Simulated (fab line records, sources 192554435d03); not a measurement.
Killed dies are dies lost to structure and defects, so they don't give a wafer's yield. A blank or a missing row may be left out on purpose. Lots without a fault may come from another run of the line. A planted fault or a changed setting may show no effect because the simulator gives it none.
fab line records | flow n5_finfet
record lots=4 wafers=12 last_day=16
route steps=1938 shown BEOL_M3@1009 BEOL_M4@1021 PASSIVATION@1936
lots that met no fault: from a run of the same line without faults
start_h: hours from the record's first day to the start of the lot's first wafer shown | wait_h: hours since the lot's step before | " the same as in the row above | L1.1+2: a row that stands for several wafers | - no value, or no start given | * or withheld: withheld | < > ~ a bound
route shown NAME@n: a module of which the file shows steps, and the number in the route of the first | usual: mean/standard deviation of fault-free wafers | same: alike in all rows | chamber/n: place in a boat | sites: the reading at each site | _std_site: their standard deviation | _edge_site: outer sites' mean less inner sites' | radius_mm: how far each site lies from the wafer's centre | mask NAME#n: copy n | behind: the tool/chamber that last shaped the wafer | hold: why the lot was held/for how many hours/how that ended | device: the transistor (n, p or np) that didn't switch | end of line: the same wafers' tests at the end of the route | a step without rows: its recipe alone | killed: dies lost to structure and defects at the first sort, not the wafer's yield | map: a wafer's dies, x killed, . not, _ none there
set.NAME: the setting as run; set.NAME@STEP: as run at that earlier step | model.NAME: the simulator's own value behind a step, which no gauge read
lots at some steps of the route; a table a step, a row a wafer
services: from which hour (start_h, from the record's first day; less than 0 if before it) a tool's chamber was out of use, for how many hours, and why
## steps
# step N5_BEOL_M3_ANNEAL_95
# recipe temp_c=400 time_s=240 ambient=vacuum
# step N5_BEOL_M3_SPUTTER_96
# recipe material=Cu target_thk_a=45 temp_c=-20 chamber_pressure_pa=0.07 power_w=withheld time_s=8.29
# step N5_BEOL_M3_ECD_50
# recipe material=Cu target_thk_a=3000
# step N5_BEOL_M3_ANNEAL_51
# recipe temp_c=225 time_s=90 ambient=N2
# step N5_BEOL_M3_CMP_52
# recipe stop_on=SiOC t_overpolish_s=6.8 down_force_psi=1 platen_rpm=50 clearing_platen_down_force_psi=1.5 clearing_platen_rpm=50 post_cmp_clean=cu_alkaline target_thk_nm=40 clearing_platen_pad_velocity_m_s=0.99484 pad_velocity_m_s=0.99484
# step N5_BEOL_M3_PRE_CLEAN_60
# recipe gas=NH3/H2 time_s=15 temp_c=* rf_power_w=300
# step N5_BEOL_M3_CO_CAP_55
# recipe material=Co target_thk_a=20 temp_c=200 precursor=CCTBA/H2 pressure_torr=30 time_s=102.1
# step N5_BEOL_M3_PRE_CLEAN_56
# recipe gas=NH3 time_s=15 temp_c=withheld rf_power_w=300
# step N5_BEOL_M3_DEP_57
# recipe material=SiCN target_thk_a=80 temp_c=withheld precursor=3MS/NH3 pressure_torr=3 rf_w=202 time_s=14
# step N5_BEOL_M4_ILD_DEP_00
# recipe material=SiOC target_thk_a=790 temp_c=350 precursor=DEMS/O2 pressure_torr=5 rf_w=500 time_s=15.3
# usual heater_power_w=477/67 rf_fwd_power_W=493.6/2.5 showerhead_plenum_p_Torr=5.696/0.016 susceptor_temp_C=350.04/0.21 throttle_valve_pct=11.8/0.67
# columns lot.wafer tool chamber start_h wait_h heater_power_w rf_fwd_power_W showerhead_plenum_p_Torr susceptor_temp_C throttle_valve_pct model.SiOC_of_BEOL_M4_ILD_DEP_00.thk_nm
L346.1 pecvd-01 0 189.01 0.0 400 495.7 5.696 350.02 11.3 78.6
L346.3 " 2 " " 512 494.6 5.689 349.72 12.1 78
L346.5 " 0 " " 393 496.3 5.688 349.74 11.4 79.8
L354.2 pecvd-01 1 235.93 0.0 612 494.7 5.703 350.04 12.1 79.2
L354.3 " 1 " " 609 494.3 5.690 350.04 12.0 79.6
L354.4 " 0 " " 447 - 5.686 - 11.6 74.2
L357.2 pecvd-01 0 247.55 0.0 419 - 5.703 - 11.6 74.2
L357.5 " 1 " " 568 491.3 5.704 350.14 12.0 79.8
L357.6 " 0 " " 439 - 5.683 - 11.5 75
L359.3 pecvd-04 0 258.55 0.0 488 492.0 5.682 350.17 11.7 78.6
L359.5 " 2 " " 456 491.9 5.719 350.03 10.4 79.8
L359.6 " 0 " " 486 492.2 5.662 350.17 12.0 80.2
# step N5_BEOL_M4_THK_MEAS_01
# recipe reads=SiOC_of_BEOL_M4_ILD_DEP_00
# usual M4_ILD_THK=78.7/1
# columns lot.wafer tool chamber start_h wait_h M4_ILD_THK[nm]
L346.1 film_metro-01 - 189.08 0.0 78.6
L346.3 " - " " 77.9
L346.5 " - " " 79.8
L354.2 film_metro-02 - 236.02 0.1 79.1
L354.3 " - " " 79.5
L354.4 " - " " 74.2
L357.2 film_metro-01 - 247.63 0.1 74.3
L357.5 " - " " 79.8
L357.6 " - " " 75.0
L359.3 film_metro-01 - 258.62 0.1 78.5
L359.5 " - " " 79.8
L359.6 " - " " 80.2
# step N5_BEOL_M4_PECVD_72
# recipe material=SiO2 target_thk_a=160 temp_c=400 precursor=TEOS/O2 pressure_torr=5.5 rf_w=450 teos_flow_sccm=53.8 gas=O2 flow_sccm=3000 time_s=18
# step N5_BEOL_M4_HM_DEP_02
# recipe material=TiN target_thk_a=200 temp_c=25 chamber_pressure_pa=0.49996
# step N5_BEOL_M4_COAT_61
# recipe resist=SOC temp_c=250 time_s=60 spin_rpm=1500 resist_thk_nm=60
# step N5_BEOL_M4_COAT_62
# recipe resist=SiARC temp_c=220 time_s=60 spin_rpm=1500 resist_thk_nm=12
# step N5_BEOL_M4_COAT_73
# recipe resist=underlayer temp_c=205 time_s=60 spin_rpm=1500 resist_thk_nm=5
# step N5_BEOL_M4_COAT_05
# recipe resist=CAR-EUV spin_rpm=1500 resist_thk_nm=30
# step N5_BEOL_M4_EBR_07
# recipe solvent=PGMEA ebr_width_mm=1.5
# step N5_BEOL_M4_SOFTBAKE_06
# recipe temp_c=110 time_s=60 resist=CAR-EUV
# step N5_BEOL_M4_EXPOSE_08
# recipe mask_id=M4 na=0.33 source_shape=dipole sigma_inner=0.369 sigma_outer=0.767 polarization=unpolarized dose_mj=41.25
# step N5_BEOL_M4_PEB_09
# recipe peb_temp_c=100 peb_time_s=60 resist=CAR-EUV
# step N5_BEOL_M4_DEVELOP_10
# recipe develop_time_s=30 developer=TMAH resist=CAR-EUV rinse_liquid=surfactant_rinse dry=air_spin dev_temp_c=23
# step N5_BEOL_M4_DESCUM_16
# recipe chemistry=O2 time_s=7 source_power_w=50 bias_power_w=20 pressure_mtorr=20 rf_frequency_hz=2.712e+07 temp_c=40 resist=CAR-EUV o2_flow_sccm=225
# step N5_BEOL_M4_ETCH_74
# recipe chemistry=N2/H2 target=underlayer target_depth_a=65 mask_material=CAR-EUV time_s=5.2 ion_energy_ev=200 pressure_mtorr=30 source_w=840 bias_w=150 n2_flow_sccm=200 h2_flow_sccm=200 ends=cleared
# step N5_BEOL_M4_ETCH_63
# recipe chemistry=CF4 target=SiARC target_depth_a=156 mask_material=CAR-EUV time_s=26 ion_energy_ev=80 pressure_mtorr=40 source_w=545 bias_w=36 Ar_flow_sccm=100 cf4_flow_sccm=100 ends=cleared
# step N5_BEOL_M4_ETCH_64
# recipe chemistry=N2/H2 target=SOC target_depth_a=750 overetch_a=225 mask_material=SiARC temp_c=40 time_s=121.9 ion_energy_ev=200 pressure_mtorr=30 source_w=840 bias_w=150 n2_flow_sccm=200 h2_flow_sccm=200
# step N5_BEOL_M4_STRIP_65
# recipe chemistry=N2/H2 temp_c=40 n2_flow_sccm=200 h2_flow_sccm=200 rf_frequency_hz=6e+07
# step N5_BEOL_M4_STRIP_75
# recipe chemistry=N2/H2 temp_c=40 n2_flow_sccm=200 h2_flow_sccm=200 rf_frequency_hz=6e+07
# step N5_BEOL_M4_STRIP_66
# recipe chemistry=CF4 resist=SiARC power_w=300 bias_power_w=75 pressure_mtorr=50 cf4_flow_sccm=150 rf_frequency_hz=6e+07
# step N5_BEOL_M4_HM_OPEN_17
# recipe chemistry=Cl2/BCl3 target_depth_a=200 overetch_a=60 target=TiN mask_material=SOC ion_energy_ev=150 pressure_mtorr=10 icp_w=1000 bias_w=126 Cl2_flow_sccm=53.25 bcl3_flow_sccm=21.75 Ar_flow_sccm=25
# step N5_BEOL_M4_STRIP_19
# recipe chemistry=O2 power_w=400 temp_c=40 pressure_mtorr=30 rf_frequency_hz=6e+07 bias_power_w=0 overash_fraction=0.2 o2_flow_sccm=225
# step N5_BEOL_M4_COAT_67
# recipe resist=SOC temp_c=250 time_s=60 spin_rpm=1500 resist_thk_nm=60
# step N5_BEOL_M4_COAT_68
# recipe resist=SiARC temp_c=220 time_s=60 spin_rpm=1500 resist_thk_nm=12
# step N5_BEOL_M4_COAT_76
# recipe resist=underlayer temp_c=205 time_s=60 spin_rpm=1500 resist_thk_nm=5
# step N5_BEOL_M4_COAT_22
# recipe resist=CAR-EUV spin_rpm=1500 resist_thk_nm=30
# step N5_BEOL_M4_CMP_52
# recipe stop_on=SiOC t_overpolish_s=6.8 down_force_psi=1 platen_rpm=50 clearing_platen_down_force_psi=1.5 clearing_platen_rpm=50 post_cmp_clean=cu_alkaline target_thk_nm=40 clearing_platen_pad_velocity_m_s=0.99484 pad_velocity_m_s=0.99484
# usual head_pressure_psi=0.9999/0.0021 motor_current_A=5.9/0.57 platen_rpm=50.005/0.028
# columns lot.wafer tool chamber start_h wait_h head_pressure_psi motor_current_A platen_rpm model.SiOC_of_BEOL_M4_ILD_DEP_00.thk_nm
L346.1 cmp-03 2 195.67 0.5 1.0013 5.5 49.969 75.6
L346.3 " 3 " " 0.9999 6.0 50.006 75
L346.5 " 1 " " 1.0027 5.4 49.973 76.8
L354.2 cmp-01 0 246.56 0.2 1.0003 5.8 49.999 76.2
L354.3 " 1 " " 1.0013 5.6 49.994 76.6
L354.4 " 2 " " 0.9981 6.0 50.018 71.2
L357.2 cmp-02 0 261.94 0.2 1.0017 6.1 50.002 71.2
L357.6 " 3 " " 0.9990 5.6 50.026 72
L357.5 " 0 " " 1.0038 6.7 50.047 76.8
L359.3 cmp-03 3 266.81 0.3 1.0026 5.9 50.022 75.6
L359.6 " 0 " " 1.0016 5.3 49.999 77.2
L359.5 " 1 " " 0.9982 5.3 49.977 76.8
# step N5_BEOL_M4_RC_MEAS_101
# usual DIBL_N=35.8/1.8 DIBL_P=35.6/2 IOFF_N=0.148/0.028 IOFF_P=0.20/0.034 ION_N=672/12 ION_P=462/8.5 SS_N=71.2/0.65 SS_P=73.1/0.67 VT_N=251/3.3 VT_P=-251/3.8
# columns lot.wafer tool chamber start_h wait_h DIBL_N[mV/V] DIBL_P[mV/V] IOFF_N[nA/um] IOFF_P[nA/um] ION_N[uA/um] ION_P[uA/um] SS_N[mV/dec] SS_P[mV/dec] VT_N[mV] VT_P[mV]
L346.1 prober-01 0 196.42 0.0 36.1 34.7 0.136 0.18 678 461 71.2 73.2 251 -253
L346.3 " 0 " " 34.8 33.6 0.117 0.16 663 454 70.6 72.5 252 -255
L346.5 " 0 " " 36.1 35.3 0.133 0.18 664 457 71.0 73.3 257 -252
L354.2 prober-02 0 247.29 0.2 37.1 34.5 0.157 0.23 663 457 72.2 73.5 252 -246
L354.3 " 0 " " 35.9 34.3 0.142 0.22 660 462 72.0 72.5 252 -248
L354.4 " 0 " " 39.8 38.4 0.235 0.31 694 472 73.0 74.0 245 -246
L357.2 prober-01 0 262.67 0.2 38.2 38.2 0.196 0.23 683 467 71.8 73.7 247 -250
L357.5 " 0 " " 35.0 34.7 0.128 0.17 668 462 71.6 73.6 254 -257
L357.6 " 0 " " 34.9 34.4 0.134 0.18 679 459 70.9 72.8 254 -252
L359.3 prober-01 0 267.62 0.3 37.0 37.7 0.157 0.21 676 463 71.7 73.4 250 -252
L359.5 " 0 " " 37.7 38.0 0.160 0.20 668 460 71.7 74.1 251 -251
L359.6 " 0 " " 36.9 36.7 0.158 0.19 673 455 72.4 73.3 250 -253
# step N5_PASSIVATION_PROBE_49
# usual defect_limited_yield=91.3/1.5 killed_at_M0_to_M3=34/11 killed_at_M4_up=14/6.1 killed_at_contacts=12/5.9 killed_at_front_end=39/11 killed_at_other=4/3.3 killed_dies=102/18 killed_open=67/13 killed_short=33/7.9 sort_bin_5_function=5.1/1 sort_bin_6_memory=3.3/0.7 sort_n_pass=1077/19 sort_yield_pct=91.3/1.6
# same gross_dies=1180 killed_at_back_side=0 sort_bin_4_leakage[%]=0 sort_bin_8_speed[%]=0
# columns lot.wafer tool chamber start_h wait_h defect_limited_yield[%] killed_at_M0_to_M3 killed_at_M4_up killed_at_contacts killed_at_front_end killed_at_other killed_dies killed_open killed_short sort_bin_5_function[%] sort_bin_6_memory[%] sort_n_pass sort_yield_pct[%]
L346.1 prober-02 - 292.59 0.0 91.4 28 14 8 42 10 102 73 28 4.5 3.7 1078 91.4
L346.3 prober-02 - 292.69 0.1 90.5 34 22 11 42 3 112 69 40 5.9 3.1 1068 90.5
L346.5 prober-02 - 292.79 0.2 93.0 23 14 7 39 0 83 57 25 4.1 2.7 1097 93.0
L354.2 prober-02 - 348.25 0.1 93.4 23 11 8 32 4 78 48 30 4.5 1.9 1102 93.4
L354.3 prober-02 - 348.30 0.1 91.7 29 14 6 36 13 98 63 32 4.5 3.4 1082 91.7
L354.4 prober-02 - 348.35 0.2 91.4 38 12 6 38 8 102 71 30 5.3 2.9 1078 91.4
L359.3 prober-02 - 373.53 0.1 93.9 25 12 4 25 6 72 47 24 3.5 2.5 1108 93.9
L359.5 prober-02 - 373.63 0.2 93.6 21 12 7 34 1 75 44 27 4.2 1.9 1105 93.6
L359.6 prober-02 - 373.68 0.3 91.9 36 12 9 37 2 96 55 37 4.9 2.5 1084 91.9
L357.2 prober-02 - 376.34 0.1 90.2 36 16 15 48 1 116 81 33 5.4 4.2 1064 90.2
L357.5 prober-02 - 376.49 0.2 90.6 28 37 7 34 5 111 80 24 5.8 3.2 1069 90.6
L357.6 prober-02 - 376.54 0.3 89.0 40 30 10 44 6 130 95 32 5.6 5.0 1050 89.0
# killed by level:class
L346.1 STI_FIN_REVEAL:geometric_particle:open=13 BEOL_M0_SAQP:geometric_particle:short=9 BEOL_M0_SAQP:geometric_particle:open=9 DUMMY_GATE:geometric_particle:open=7 MOL_CONTACT_COAG:geometric_particle:open=7 BEOL_M1:geometric_particle:open=6 STARTING-WAFER:geometric_particle:open=6 FIN_SAQP:geometric_particle:open=5
L346.3 BEOL_M4:geometric_particle:open=14 FIN_SAQP:geometric_particle:short=10 FIN_SAQP:geometric_particle:open=8 BEOL_M0_SAQP:geometric_particle:short=8 BEOL_M1:geometric_particle:open=8 BEOL_M0_SAQP:geometric_particle:open=7 GATE_CUT:geometric_particle:open=5 MOL_CONTACT_COAG:geometric_particle:short=5
L346.5 STI_FIN_REVEAL:geometric_particle:open=10 BEOL_M1:geometric_particle:open=7 FIN_SAQP:geometric_particle:open=6 DUMMY_GATE:geometric_particle:open=6 MOL_CONTACT_COAG:geometric_particle:open=6 STI_FIN_REVEAL:geometric_particle:short=4 BEOL_M0_SAQP:geometric_particle:short=4 BEOL_M4:geometric_particle:short=4
L354.2 STI_FIN_REVEAL:geometric_particle:open=9 BEOL_M3:geometric_particle:open=9 MOL_CONTACT_COAG:geometric_particle:open=6 STI_FIN_REVEAL:geometric_particle:short=4 ILD0:geometric_particle:short=4 BEOL_M4:geometric_particle:open=4 FIN_SAQP:geometric_particle:short=3 BEOL_M0_SAQP:geometric_particle:open=3
L354.3 STI_FIN_REVEAL:geometric_particle:open=13 BEOL_M0_SAQP:geometric_particle:short=11 BEOL_M0_SAQP:geometric_particle:open=9 FIN_SAQP:geometric_particle:open=5 MOL_CONTACT_COAG:geometric_particle:open=5 FIN_SAQP:geometric_particle:short=4 BEOL_M3:geometric_particle:open=4 STARTING-WAFER:geometric_particle:open=4
L354.4 STI_FIN_REVEAL:geometric_particle:open=15 BEOL_M0_SAQP:geometric_particle:short=10 BEOL_M3:geometric_particle:open=8 BEOL_M0_SAQP:geometric_particle:open=7 FIN_SAQP:geometric_particle:open=6 MOL_CONTACT_COAG:geometric_particle:open=5 BEOL_M1:geometric_particle:open=5 STARTING-WAFER:geometric_particle:short=5
L359.3 BEOL_M0_SAQP:geometric_particle:short=9 BEOL_M0_SAQP:geometric_particle:open=7 STI_FIN_REVEAL:geometric_particle:open=5 BEOL_M1:geometric_particle:open=5 STARTING-WAFER:geometric_particle:short=4 BEOL_M4:geometric_particle:open=4 GATE_CUT:geometric_particle:open=3 MOL_CONTACT_COAG:geometric_particle:open=3
L359.5 FIN_SAQP:geometric_particle:open=8 BEOL_M3:geometric_particle:open=5 MOL_CONTACT_COAG:geometric_particle:open=4 BEOL_M0_SAQP:geometric_particle:short=4 BEOL_M4:geometric_particle:open=4 STARTING-WAFER:geometric_particle:short=4 FIN_SAQP:geometric_particle:short=3 GATE_CUT:geometric_particle:short=3
L359.6 BEOL_M0_SAQP:geometric_particle:short=11 BEOL_M0_SAQP:geometric_particle:open=10 FIN_SAQP:geometric_particle:short=7 FIN_SAQP:geometric_particle:open=7 MOL_CONTACT_COAG:geometric_particle:open=7 BEOL_M3:geometric_particle:open=6 STARTING-WAFER:geometric_particle:open=4 HKMG_FIN:area_etch=4
L357.2 BEOL_M2:geometric_particle:open=16 STI_FIN_REVEAL:geometric_particle:open=14 FIN_SAQP:geometric_particle:open=10 MOL_CONTACT_COAG:geometric_particle:open=9 BEOL_M0_SAQP:geometric_particle:open=8 DUMMY_GATE:geometric_particle:open=7 MOL_CONTACT_COAG:geometric_particle:short=6 FIN_SAQP:geometric_particle:short=5
L357.5 BEOL_M4:geometric_particle:open=20 BEOL_M2:geometric_particle:open=10 FIN_SAQP:geometric_particle:open=7 STI_FIN_REVEAL:geometric_particle:open=7 DUMMY_GATE:geometric_particle:open=5 MOL_CONTACT_COAG:geometric_particle:open=5 BEOL_M3:geometric_particle:open=5 BEOL_M5:geometric_particle:open=5
L357.6 BEOL_M4:geometric_particle:open=16 STI_FIN_REVEAL:geometric_particle:open=14 BEOL_M2:geometric_particle:open=14 MOL_CONTACT_COAG:geometric_particle:open=10 FIN_SAQP:geometric_particle:short=6 BEOL_M0_SAQP:geometric_particle:short=6 ILD0:geometric_particle:open=6 BEOL_M3:geometric_particle:open=6
## services
# columns tool chamber start_h hours kind
pecvd-01 1 167.18 4.5 repair
pecvd-04 0 174.70 5.5 scheduled_down
cmp-01 - 189.59 0.3 repair
cmp-01 - 193.67 4.0 pm
cmp-01 - 197.67 - consumable_replace:conditioner
cmp-01 - 197.67 - consumable_replace:pad
cmp-03 - 203.49 4.3 repair
cmp-02 - 208.01 1.8 repair
cmp-01 - 218.47 1.5 repair
pecvd-01 - 219.34 6.0 pm
cmp-03 - 234.33 1.3 repair
pecvd-01 2 234.42 2.5 repair
pecvd-01 2 236.96 - clean
pecvd-01 2 236.96 - consumable_replace:showerhead
pecvd-01 2 236.96 29.0 scheduled_down
pecvd-01 2 236.96 29.0 vent_cycle
cmp-01 - 241.90 1.7 repair
pecvd-01 1 252.08 2.1 scheduled_down
cmp-01 - 256.66 12.8 pm
## key
first_sign step=N5_BEOL_M4_THK_MEAS_01 reading=M4_ILD_THK direction=down sigmas=4 usual=78.7 struck=74.5
effect none on later readings
model_effect step=N5_BEOL_M4_ILD_DEP_00 value=SiOC_of_BEOL_M4_ILD_DEP_00.thk_nm without=78.87 struck=74.47
model_effect step=N5_BEOL_M4_CMP_52 value=SiOC_of_BEOL_M4_ILD_DEP_00.thk_nm without=75.87 struck=71.47
met_at N5_BEOL_M4_ILD_DEP_00
struck_wafers L354.4,L357.2,L357.6
onset_between 189.01 235.93
fault kind=process_parameter_drift tool=pecvd-01 chamber=0 onset_h=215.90 steps=N5_BEOL_M4_ILD_DEP_00 channel=time_s offset=* shape=step end_h=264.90 acts_in=* stated=*
